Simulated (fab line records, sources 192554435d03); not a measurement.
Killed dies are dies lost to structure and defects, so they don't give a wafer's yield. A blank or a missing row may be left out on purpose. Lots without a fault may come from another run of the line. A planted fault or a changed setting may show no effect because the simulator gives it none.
fab line records | flow n5_finfet | part 1 of 2: steps 1 to 4 of 6
record lots=24 wafers=72 last_day=19
route steps=1938 shown BEOL_M5@1130 BEOL_M6@1214
lots that met no fault: from a run of the same line without faults
start_h: hours from the record's first day to the start of the lot's first wafer shown | wait_h: hours since the lot's step before | " the same as in the row above | L1.1+2: a row that stands for several wafers | - no value, or no start given | * or withheld: withheld | < > ~ a bound
route shown NAME@n: a module of which the file shows steps, and the number in the route of the first | usual: mean/standard deviation of fault-free wafers | same: alike in all rows | chamber/n: place in a boat | sites: the reading at each site | _std_site: their standard deviation | _edge_site: outer sites' mean less inner sites' | radius_mm: how far each site lies from the wafer's centre | mask NAME#n: copy n | behind: the tool/chamber that last shaped the wafer | hold: why the lot was held/for how many hours/how that ended | device: the transistor (n, p or np) that didn't switch | end of line: the same wafers' tests at the end of the route | a step without rows: its recipe alone | killed: dies lost to structure and defects at the first sort, not the wafer's yield | map: a wafer's dies, x killed, . not, _ none there
set.NAME: the setting as run; set.NAME@STEP: as run at that earlier step | model.NAME: the simulator's own value behind a step, which no gauge read
steps of the route over a sample of lots; a table a step, a row a wafer
services: from which hour (start_h, from the record's first day; less than 0 if before it) a tool's chamber was out of use, for how many hours, and why
## steps
# step N5_BEOL_M5_ETCH_72
# recipe chemistry=N2/H2 target=underlayer target_depth_a=65 mask_material=CAR-EUV time_s=5.2 ion_energy_ev=200 pressure_mtorr=30 source_w=840 bias_w=150 n2_flow_sccm=200 h2_flow_sccm=200 ends=cleared
# usual drypump_motor_current_A=5.6/0.42 etch_rf_on_time_s=5.19/0.15 oes_product_au=0.66/0.07 rf_vpp_V=524.0/2.4 showerhead_plenum_p_Torr=2.54/0.068 throttle_valve_pct=17.90/0.23
# columns lot.wafer tool chamber start_h wait_h drypump_motor_current_A etch_rf_on_time_s oes_product_au rf_hours_counter_h rf_vpp_V showerhead_plenum_p_Torr throttle_valve_pct
L075.1 rie_diel-06 0 189.10 0.0 5.2 5.25 0.68 112 521.7 2.46 18.12
L075.2 " 2 " " 5.6 5.11 0.64 177 526.0 2.64 17.97
L075.6 " 1 " " 6.5 5.15 0.59 - 521.3 2.53 18.12
L074.2 rie_diel-02 0 189.13 0.0 5.1 5.36 0.59 199 526.1 2.61 18.17
L074.3 " 1 " " 5.7 5.41 0.71 50 521.3 2.49 17.89
L074.5 " 2 " " 6.0 5.03 0.65 - 525.5 2.54 17.80
L078.1 rie_diel-05 2 198.22 0.0 6.2 5.09 0.72 65 526.7 2.60 17.64
L078.3 " 0 " " 5.3 5.15 0.71 88 522.2 2.45 17.30
L078.5 " 1 " " 5.6 5.07 0.61 - 523.8 2.62 17.82
L076.1 rie_diel-05 2 206.67 0.0 6.2 5.11 0.73 67 525.2 2.60 17.61
L076.3 " 1 " " 5.6 5.06 0.61 219 524.6 2.62 17.84
L076.6 " 2 " " 6.2 5.07 0.72 - 526.5 2.60 17.64
L077.1 rie_diel-06 2 210.83 0.0 5.6 5.20 0.62 183 528.2 2.64 17.97
L077.4 " 0 " " 5.1 5.18 0.67 117 518.7 2.46 18.12
L077.5 " 2 " " 5.6 5.20 0.63 - 527.3 2.63 17.95
L079.1 rie_diel-06 2 211.93 0.0 5.6 5.17 0.64 183 527.4 2.64 18.00
L079.4 " 0 " " 5.2 5.27 0.67 117 521.4 2.46 18.13
L079.6 " 2 " " 5.7 5.17 0.64 - 526.7 2.63 17.99
L080.2 rie_diel-05 0 216.45 0.0 5.2 5.12 0.70 90 523.0 2.44 17.30
L080.5 " 2 " " 6.2 5.04 0.72 - 524.3 2.60 17.62
L080.6 " 3 " " 5.1 5.36 0.56 - 520.8 2.49 18.13
L082.2 rie_diel-02 3 240.90 0.0 5.7 5.01 0.79 16 523.5 2.50 17.73
L082.4 " 3 " " 5.6 4.96 0.78 - 524.8 2.50 17.76
L082.5 " 2 " " 6.0 4.99 0.64 - 525.6 2.53 17.82
L081.1 rie_diel-06 3 241.07 0.0 5.6 5.49 0.59 198 525.6 2.62 17.97
L081.3 " 2 " " 5.6 5.17 0.63 191 525.8 2.63 18.02
L081.6 " 3 " " 5.6 5.44 0.60 - 525.6 2.62 18.02
L083.1 rie_diel-05 0 252.19 0.0 5.3 5.10 0.71 99 523.4 2.44 17.31
L083.4 " 2 " " 6.2 5.03 0.71 77 527.0 2.60 17.62
L083.5 " 3 " " 5.1 5.18 0.83 - 525.4 2.48 17.78
L084.1 rie_diel-05 3 257.51 0.0 5.1 5.20 0.83 5 524.5 2.48 17.75
L084.5 " 0 " " 5.2 5.13 0.71 - 520.8 2.44 17.34
L084.6 " 1 " " 5.6 5.04 0.61 - 524.1 2.62 17.83
L085.1 rie_diel-06 0 276.78 0.0 5.2 5.16 0.65 136 521.5 2.45 18.15
L085.4 " 2 " " 5.6 5.10 0.63 - 527.6 2.63 18.01
L085.5 " 0 " " 5.2 5.21 0.65 - 521.6 2.45 18.14
L086.1 rie_diel-02 3 279.22 0.0 5.6 5.02 0.77 27 520.8 2.50 17.74
L086.2 " 0 " " 5.1 5.29 0.58 211 527.9 2.60 18.19
L086.4 " 2 " " 6.0 5.04 0.64 188 522.6 2.53 17.86
L088.2 rie_diel-02 0 286.02 0.0 5.1 5.28 0.59 213 522.4 2.60 18.19
L088.3 " 1 " " 5.6 5.39 0.68 78 520.4 2.48 17.95
L088.5 " 3 " " 5.6 5.06 0.75 - 521.9 2.49 17.80
L087.1 rie_diel-06 2 294.78 0.0 5.6 5.12 0.62 209 524.7 2.62 18.02
L087.5 " 0 " " 5.2 5.26 0.64 - 520.1 2.45 18.17
L087.6 " 3 " " 5.7 5.43 0.59 - 527.8 2.62 18.02
L089.1 rie_diel-02 3 298.70 0.0 5.6 5.00 0.75 33 522.8 2.49 17.78
L089.3 " 2 " " 6.0 4.97 0.65 194 524.3 2.53 17.87
L089.4 " 1 " " 5.6 5.34 0.68 83 520.9 2.48 17.93
L093.2 rie_diel-05 0 302.31 0.0 5.2 5.14 0.69 114 521.8 2.43 17.34
L093.3 " 3 " " 5.1 5.23 0.79 17 524.8 2.48 17.79
L093.5 " 3 " " 5.1 5.18 0.78 - 523.6 2.48 17.79
L090.4 rie_diel-05 1 302.76 0.0 5.6 5.01 0.61 243 525.1 2.61 17.87
L090.5 " 2 " " 6.2 5.02 0.69 - 524.3 2.59 17.66
L090.6 " 1 " " 5.6 5.06 0.60 - 526.8 2.61 17.86
L091.1 rie_diel-02 1 302.89 0.0 5.6 5.37 0.68 85 520.8 2.48 17.94
L091.2 " 3 " " 5.7 5.02 0.75 34 524.0 2.49 17.78
L091.4 " 2 " " 6.0 4.97 0.63 195 523.1 2.53 17.85
L092.4 rie_diel-06 1 313.93 0.0 6.6 5.05 0.83 2 522.7 2.52 17.72
L092.5 " 2 " " 5.6 5.24 0.60 - 524.9 2.62 18.03
L092.6 " 1 " " 6.6 5.03 0.83 - 521.1 2.52 17.74
L095.1 rie_diel-06 3 314.45 0.0 5.6 5.42 0.58 222 527.4 2.61 18.06
L095.3 " 1 " " 6.6 5.04 0.83 2 522.5 2.52 17.74
L095.5 " 1 " " 6.5 5.02 0.82 - 522.4 2.52 17.75
L094.1 rie_diel-02 3 321.67 0.0 5.6 5.07 0.73 39 522.9 2.49 17.77
L094.2 " 1 " " 5.6 5.48 0.67 89 521.7 2.48 17.95
L094.3 " 0 " " 5.1 5.35 0.58 224 525.0 2.60 18.22
L096.1 rie_diel-02 1 336.88 0.0 5.6 5.46 0.66 93 520.2 2.48 17.95
L096.5 " 2 " " 6.0 5.05 0.62 - 524.6 2.52 17.88
L096.6 " 3 " " 5.6 5.06 0.73 - 521.8 2.49 17.78
L097.1 rie_diel-06 2 350.67 0.0 5.7 5.13 0.61 227 525.3 2.62 18.06
L097.3 " 3 " " 5.7 5.48 0.58 233 529.9 2.61 18.02
L097.5 " 3 " " 5.6 5.53 0.58 - 525.1 2.61 18.05
# step N5_BEOL_M5_VIA_ETCH_34
# recipe chemistry=C4F6/O2 target=SiCOH_lowk target_depth_a=883 mask_material=SOC taper_deg=4 time_s=39.2 ion_energy_ev=250 pressure_mtorr=30 source_w=345 bias_w=185 Ar_flow_sccm=300 C4F6_flow_sccm=10 O2_flow_sccm=10
# usual drypump_motor_current_A=5.6/0.39 oes_product_au=0.78/0.081 rf_vpp_V=666/13 showerhead_plenum_p_Torr=2.85/0.074 throttle_valve_pct=20.87/0.24
# columns lot.wafer tool chamber start_h wait_h drypump_motor_current_A oes_product_au rf_hours_counter_h rf_vpp_V showerhead_plenum_p_Torr throttle_valve_pct
L074.2 rie_diel-06 3 190.83 0.0 5.6 0.72 185 663 2.93 20.97
L074.3 " 2 " " 5.6 0.74 178 664 2.98 21.03
L074.5 " 2 " " 5.6 0.75 - 663 2.98 21.04
L075.1 rie_diel-05 3 190.93 0.0 5.1 0.67 244 667 2.83 21.26
L075.2 " 2 " " 6.2 0.85 63 687 2.88 20.52
L075.6 " 3 " " 5.1 0.67 - 667 2.83 21.28
L078.1 rie_diel-06 1 200.23 0.0 6.5 0.68 231 675 2.79 20.82
L078.3 " 0 " " 5.2 0.79 115 686 2.78 21.23
L078.5 " 2 " " 5.6 0.74 - 664 2.98 21.04
L076.1 rie_diel-02 2 210.16 0.0 6.1 0.75 165 663 2.82 20.76
L076.3 " 1 " " 5.6 0.83 - 649 2.76 20.83
L076.6 " 1 " " 5.6 0.83 - 649 2.76 20.84
L080.2 rie_diel-06 2 220.75 0.0 5.7 0.74 186 664 2.97 21.05
L080.5 " 2 " " 5.6 0.74 - 664 2.97 21.04
L080.6 " 3 " " 5.6 0.71 - 664 2.93 20.95
L077.1 rie_diel-02 1 220.80 0.0 5.7 0.82 58 647 2.76 20.83
L077.4 " 1 " " 5.6 0.83 - 647 2.76 20.84
L077.5 " 2 " " 6.0 0.75 - 663 2.82 20.78
L079.1 rie_diel-05 2 226.34 0.0 6.2 0.84 69 689 2.88 20.53
L079.4 " 1 " " 5.6 0.71 - 666 2.91 20.74
L079.6 " 0 " " 5.2 0.82 - 648 2.79 20.69
L081.1 rie_diel-05 1 243.28 0.0 5.6 0.72 227 666 2.91 20.75
L081.3 " 2 " " 6.2 0.84 74 689 2.88 20.54
L081.6 " 0 " " 5.3 0.83 - 648 2.79 20.68
L082.2 rie_diel-02 0 243.46 0.0 5.1 0.69 203 673 2.96 21.38
L082.4 " 3 " " 5.6 0.92 17 659 2.77 20.57
L082.5 " 3 " " 5.6 0.92 - 659 2.77 20.55
L083.1 rie_diel-05 2 255.31 0.0 6.2 0.82 77 688 2.87 20.54
L083.4 " 1 " " 5.6 0.70 230 667 2.91 20.75
L083.5 " 3 " " 5.1 0.95 - 667 2.83 21.00
L084.1 rie_diel-06 2 260.61 0.0 5.6 0.73 196 663 2.97 21.05
L084.5 " 2 " " 5.6 0.72 - 663 2.97 21.06
L084.6 " 1 " " 6.5 0.66 - 676 2.78 20.83
L085.1 rie_diel-05 0 278.35 0.0 5.2 0.81 107 648 2.78 20.68
L085.4 " 3 " " 5.1 0.92 11 668 2.82 21.01
L085.5 " 1 " " 5.6 0.69 - 667 2.90 20.73
L086.1 rie_diel-02 1 280.94 0.0 5.7 0.80 77 649 2.75 20.87
L086.2 " 3 " " 5.6 0.88 27 659 2.76 20.58
L086.4 " 0 " " 5.1 0.69 211 673 2.96 21.37
L088.2 rie_diel-06 2 287.89 0.0 5.6 0.72 207 665 2.96 21.06
L088.3 " 3 " " 5.6 0.70 213 663 2.92 21.00
L088.5 " 0 " " 5.2 0.77 - 687 2.76 21.28
L087.1 rie_diel-06 3 297.44 0.0 5.6 0.69 216 663 2.92 21.00
L087.5 " 2 " " 5.6 0.72 - 663 2.96 21.09
L087.6 " 3 " " 5.6 0.69 - 663 2.92 20.99
L089.1 rie_diel-02 0 302.09 0.0 5.1 0.68 219 675 2.96 21.38
L089.3 " 1 " " 5.6 0.79 84 648 2.75 20.88
L089.4 " 2 " " 6.0 0.73 195 663 2.81 20.80
L093.2 rie_diel-06 0 304.23 0.0 5.2 0.76 147 684 2.76 21.26
L093.3 " 2 " " 5.6 0.71 213 664 2.96 21.09
L093.5 " 0 " " 5.2 0.77 - 686 2.76 21.26
L090.4 rie_diel-05 2 306.64 0.0 6.2 0.82 90 689 2.87 20.55
L090.5 " 1 " " 5.6 0.70 - 667 2.90 20.78
L090.6 " 2 " " 6.2 0.81 - 687 2.87 20.57
L091.1 rie_diel-06 0 306.98 0.0 5.2 0.76 147 685 2.76 21.26
L091.2 " 1 " " 6.5 0.99 0 673 2.78 20.48
L091.4 " 2 " " 5.6 0.72 214 663 2.96 21.10
L092.4 rie_diel-05 1 317.25 0.0 5.6 0.70 246 667 2.90 20.77
L092.5 " 1 " " 5.6 0.70 - 666 2.90 20.77
L092.6 " 2 " " 6.2 0.81 - 688 2.87 20.58
L095.1 rie_diel-02 0 317.68 0.0 5.1 0.67 223 674 2.95 21.37
L095.3 " 2 " " 6.1 0.73 199 663 2.81 20.81
L095.5 " 3 " " 5.6 0.87 - 660 2.76 20.59
L094.1 rie_diel-05 1 322.93 0.0 5.6 0.69 249 664 2.90 20.76
L094.2 " 0 " " 5.2 0.80 119 646 2.78 20.73
L094.3 " 2 " " 6.2 0.79 95 688 2.87 20.57
L096.1 rie_diel-05 3 340.87 0.0 5.1 0.90 26 666 2.82 21.02
L096.5 " 2 " " 6.2 0.80 - 687 2.86 20.56
L096.6 " 3 " " 5.1 0.90 - 667 2.82 21.02
L097.1 rie_diel-05 2 356.98 0.0 6.2 0.80 107 687 2.86 20.61
L097.3 " 3 " " 5.1 0.89 32 665 2.81 21.02
L097.5 " 2 " " 6.2 0.80 - 686 2.86 20.57
# step N5_BEOL_M5_DEGAS_44
# recipe ambient=vacuum temp_c=250 time_s=60
# usual heater_power_w=326/29
# columns lot.wafer tool chamber start_h wait_h heater_power_w
L074.2 pvd_sputter-02 - 191.83 0.5 362
L074.3 " - " " 304
L074.5 " - " " 315
L075.1 pvd_sputter-02 - 191.91 0.5 302
L075.2 " - " " 376
L075.6 " - " " 306
L078.1 pvd_sputter-01 - 202.99 2.0 330
L078.3 " - " " 350
L078.5 " - " " 301
L076.1 pvd_sputter-01 - 211.26 0.4 271
L076.3 " - " " 331
L076.6 " - " " 352
L080.2 pvd_sputter-01 - 221.57 0.3 301
L080.5 " - " " 285
L080.6 " - " " 327
L077.1 pvd_sputter-01 - 221.65 0.4 280
L077.4 " - " " 350
L077.5 " - " " 352
L079.1 pvd_sputter-01 - 227.12 0.3 306
L079.4 " - " " 322
L079.6 " - " " 346
L081.1 pvd_sputter-01 - 245.71 1.9 345
L081.3 " - " " 302
L081.6 " - " " 276
L082.2 pvd_sputter-03 - 245.72 1.7 315
L082.4 " - " " 357
L082.5 " - " " 343
L083.1 pvd_sputter-02 - 256.08 0.3 318
L083.4 " - " " 368
L083.5 " - " " 313
L084.1 pvd_sputter-02 - 261.78 0.6 377
L084.5 " - " " 368
L084.6 " - " " 317
L085.1 pvd_sputter-03 - 279.29 0.3 350
L085.4 " - " " 352
L085.5 " - " " 317
L086.1 pvd_sputter-03 - 281.83 0.4 293
L086.2 " - " " 352
L086.4 " - " " 355
L088.2 pvd_sputter-01 - 289.23 0.4 345
L088.3 " - " " 307
L088.5 " - " " 282
L087.1 pvd_sputter-03 - 298.52 0.5 354
L087.5 " - " " 341
L087.6 " - " " 298
L089.1 pvd_sputter-03 - 303.12 0.5 289
L089.3 " - " " 351
L089.4 " - " " 311
L093.2 pvd_sputter-02 - 306.54 1.8 347
L093.3 " - " " 323
L093.5 " - " " 324
L090.4 pvd_sputter-02 - 307.74 0.5 370
L090.5 " - " " 309
L090.6 " - " " 309
L091.1 pvd_sputter-02 - 307.94 0.5 377
L091.2 " - " " 318
L091.4 " - " " 318
L092.4 pvd_sputter-03 - 318.03 0.1 322
L092.5 " - " " 353
L092.6 " - " " 290
L095.1 pvd_sputter-01 - 318.53 0.4 304
L095.3 " - " " 330
L095.5 " - " " 352
L094.1 pvd_sputter-03 - 323.91 0.5 310
L094.2 " - " " 346
L094.3 " - " " 296
L096.1 pvd_sputter-01 - 342.04 0.7 278
L096.5 " - " " 347
L096.6 " - " " 301
L097.1 pvd_sputter-01 - 359.68 2.1 355
L097.3 " - " " 335
L097.5 " - " " 275
# step N5_BEOL_M5_SPUTTER_48
# recipe material=Cu target_thk_a=150 temp_c=-20 chamber_pressure_pa=0.07 power_w=withheld time_s=27.62
# usual chuck_gas_flow_sccm=1.27/0.054 chuck_sensor_temp_C=-16.0/0.6 throttle_valve_pct=30.3/1.3
# columns lot.wafer tool chamber start_h wait_h chuck_gas_flow_sccm chuck_sensor_temp_C throttle_valve_pct
L074.2 pvd_sputter-03 - 192.42 0.1 1.23 -14.4 30.3
L074.3 " - " " 1.34 -15.7 29.2
L074.5 " - " " 1.16 -16.6 31.0
L075.1 pvd_sputter-01 - 192.47 0.1 1.28 -16.1 30.8
L075.2 " - " " 1.24 -16.5 31.7
L075.6 " - " " 1.23 -16.1 30.9
L078.1 pvd_sputter-02 - 203.71 0.1 1.27 -16.0 31.1
L078.3 " - " " 1.26 -16.0 28.2
L078.5 " - " " 1.21 -16.3 29.5
L076.1 pvd_sputter-01 - 211.99 0.1 1.23 -16.6 31.8
L076.3 " - " " 1.14 -16.3 31.0
L076.6 " - " " 1.28 -16.1 30.7
L080.2 pvd_sputter-01 - 222.11 0.1 1.22 -16.9 32.9
L080.5 " - " " 1.21 -15.8 29.6
L080.6 " - " " 1.37 -16.9 33.0
L077.1 pvd_sputter-03 - 222.19 0.1 1.35 -16.5 30.8
L077.4 " - " " 1.27 -15.5 29.0
L077.5 " - " " 1.26 -15.5 29.3
L079.1 pvd_sputter-03 - 229.36 0.1 1.27 -16.6 30.8
L079.4 " - " " 1.31 -15.8 29.3
L079.6 " - " " 1.29 -14.4 30.5
L081.1 pvd_sputter-02 - 246.31 0.1 1.16 -16.0 30.1
L081.3 " - " " 1.32 -16.2 28.4
L081.6 " - " " 1.34 -16.2 28.7
L082.2 pvd_sputter-03 - 246.32 0.1 1.28 -16.5 30.8
L082.4 " - " " 1.22 -14.3 30.1
L082.5 " - " " 1.16 -15.5 29.1
L083.1 pvd_sputter-03 - 256.93 0.2 1.25 -16.7 30.8
L083.4 " - " " 1.30 -15.4 29.0
L083.5 " - " " 1.22 -16.4 31.0
L084.1 pvd_sputter-02 - 262.41 0.1 1.26 -15.9 31.7
L084.5 " - " " 1.30 -16.0 28.5
L084.6 " - " " 1.30 -16.1 29.7
L085.1 pvd_sputter-01 - 280.78 0.1 1.25 -15.6 29.4
L085.4 " - " " 1.28 -16.7 33.0
L085.5 " - " " 1.31 -16.4 31.6
L086.1 pvd_sputter-02 - 282.53 0.1 1.28 -16.2 28.5
L086.2 " - " " 1.27 -15.8 31.8
L086.4 " - " " 1.21 -16.2 30.1
L088.2 pvd_sputter-02 - 289.93 0.1 1.33 -15.9 31.6
L088.3 " - " " 1.30 -16.5 29.5
L088.5 " - " " 1.32 -15.9 29.9
L087.1 pvd_sputter-02 - 299.13 0.1 1.37 -15.9 31.6
L087.5 " - " " 1.11 -15.9 30.0
L087.6 " - " " 1.28 -16.3 29.2
L089.1 pvd_sputter-01 - 303.80 0.1 1.27 -15.6 29.8
L089.3 " - " " 1.20 -16.3 31.4
L089.4 " - " " 1.15 -16.1 30.7
L093.2 pvd_sputter-03 - 307.38 0.2 1.34 -14.4 30.5
L093.3 " - " " 1.27 -15.4 29.0
L093.5 " - " " 1.23 -16.6 31.2
L090.4 pvd_sputter-01 - 308.39 0.1 1.38 -15.7 29.8
L090.5 " - " " 1.26 -16.3 31.7
L090.6 " - " " 1.26 -16.1 30.4
L091.1 pvd_sputter-02 - 308.62 0.1 1.24 -15.8 31.5
L091.2 " - " " 1.29 -16.2 28.4
L091.4 " - " " 1.23 -16.1 29.6
L092.4 pvd_sputter-01 - 318.85 0.1 1.29 -16.2 30.8
L092.5 " - " " 1.24 -16.2 30.9
L092.6 " - " " 1.31 -15.8 29.5
L095.1 pvd_sputter-02 - 319.88 0.3 1.19 -16.2 29.3
L095.3 " - " " 1.24 -15.7 31.7
L095.5 " - " " 1.28 -15.8 31.9
L094.1 pvd_sputter-03 - 324.52 0.1 1.23 -15.5 28.8
L094.2 " - " " 1.35 -14.3 30.3
L094.3 " - " " 1.29 -16.6 31.1
L096.1 pvd_sputter-02 - 342.80 0.1 1.27 -16.0 29.8
L096.5 " - " " 1.24 -16.4 29.5
L096.6 " - " " 1.34 -15.9 30.0
L097.1 pvd_sputter-01 - 360.23 0.1 1.25 -15.7 29.5
L097.3 " - " " 1.31 -16.7 33.0
L097.5 " - " " 1.34 -15.8 29.5
